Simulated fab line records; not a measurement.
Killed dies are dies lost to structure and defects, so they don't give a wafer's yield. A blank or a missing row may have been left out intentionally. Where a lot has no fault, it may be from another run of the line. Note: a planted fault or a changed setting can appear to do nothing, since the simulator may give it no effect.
Matching of chambers ; flow n5_finfet ; N5_BEOL_M12_DESCUM_15 on rie_diel-01 has 4 sister chambers
The step chemistry O2, time 7.9 s. 8 wafers are shown with their chamber, then 9 later ones without.

== WAFERS PAIRED WITH THEIR CHAMBERS ==
wafer;chamber;drypump_motor_current_A (A);throttle_valve_pct (%)
L085.3;3;6.1;20.60
L087.4;3;6.1;20.61
L087.5;0;6.0;20.34
L091.2;2;5.2;19.99
L091.5;1;6.7;20.53
L095.2;0;6.0;20.37
L095.3;2;5.1;20.01
L095.4;1;6.7;20.53

== WAFERS WITHOUT THEIR CHAMBER ==
wafer;drypump_motor_current_A (A);throttle_valve_pct (%)
L094.2;6.0;20.37
L094.4;6.7;20.55
L094.5;6.1;20.63
L093.1;6.0;20.36
L093.4;5.1;20.02
L093.5;6.7;20.56
L097.1;6.0;20.39
L097.5;6.1;20.65
L097.6;5.1;20.03

== WHICH CHAMBER EACH ONE RAN IN ==
wafer;from the rows above;in truth
L094.2;0;0
L094.4;1;1
L094.5;3;3
L093.1;0;0
L093.4;2;2
L093.5;1;1
L097.1;0;0
L097.5;3;3
L097.6;2;2
Correct placement for 9 of the 9. From these rows, 0 cannot be placed. Number placed wrongly: 0.
How it was worked out, from the rows above alone: a wafer's distance from a chamber is the root of the sum, over the readings, of the square of ((its reading less the chamber's mean) divided by the reading's scatter). The wafer belongs to the nearest chamber; if the next one is less than 2 further off, it can't be placed. The mean given for a chamber averages the wafers shown for that chamber. The scatter: take each reading less its chamber's mean, square it, sum over the shown wafers, divide by the number of wafers less the number of chambers, and take the root.
